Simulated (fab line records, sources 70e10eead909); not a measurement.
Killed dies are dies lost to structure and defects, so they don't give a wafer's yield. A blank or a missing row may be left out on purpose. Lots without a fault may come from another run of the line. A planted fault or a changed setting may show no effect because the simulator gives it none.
Chamber matching | flow nand_harc | NHARC_P_BONDPAD_DEP_00 on pecvd-03: 3 sister chambers
The step deposits SiCN, target thk 250 nm. 6 wafers are shown with their chamber, then 9 later ones without.

WAFERS WITH THEIR CHAMBER
wafer  | chamber | heater_power_w (W) | heater_power_outer_w (W)
L082.6 | 0       | 583                | 306
L088.1 | 2       | 739                | 423
L088.2 | 0       | 586                | 304
L090.2 | 1       | 580                | 294
L090.5 | 1       | 569                | 299
L090.6 | 2       | 782                | 446

WAFERS WITHOUT THEIR CHAMBER
wafer  | heater_power_w (W) | heater_power_outer_w (W)
L091.1 | 513                | 249
L091.3 | 737                | 401
L091.5 | 736                | 417
L093.2 | 560                | 295
L093.3 | 700                | 386
L093.5 | 746                | 400
L095.1 | 762                | 419
L095.4 | 540                | 272
L095.5 | 613                | 328

WHICH CHAMBER EACH WENT THROUGH
wafer  | from the rows above     | in truth
L091.1 | can't be placed: 1 or 0 | 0
L091.3 | 2                       | 2
L091.5 | 2                       | 2
L093.2 | can't be placed: 1 or 0 | 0
L093.3 | 2                       | 2
L093.5 | 2                       | 2
L095.1 | 2                       | 2
L095.4 | can't be placed: 1 or 0 | 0
L095.5 | can't be placed: 0 or 1 | 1
Placed correctly: 5 of 9. Can't be placed from these rows: 4 (the true chamber is among the candidates in 4). Placed wrongly: 0.
How it was worked out, from the rows above alone: a wafer's distance from a chamber is the root of the sum, over the readings, of the square of ((its reading less the chamber's mean) divided by the reading's scatter). The wafer belongs to the nearest chamber; if the next one is less than 2 further off, it can't be placed. A chamber's mean is the mean of its shown wafers. The scatter: the root of (the sum of the squares of (reading less its chamber's mean) over the shown wafers, divided by (wafers less chambers)).
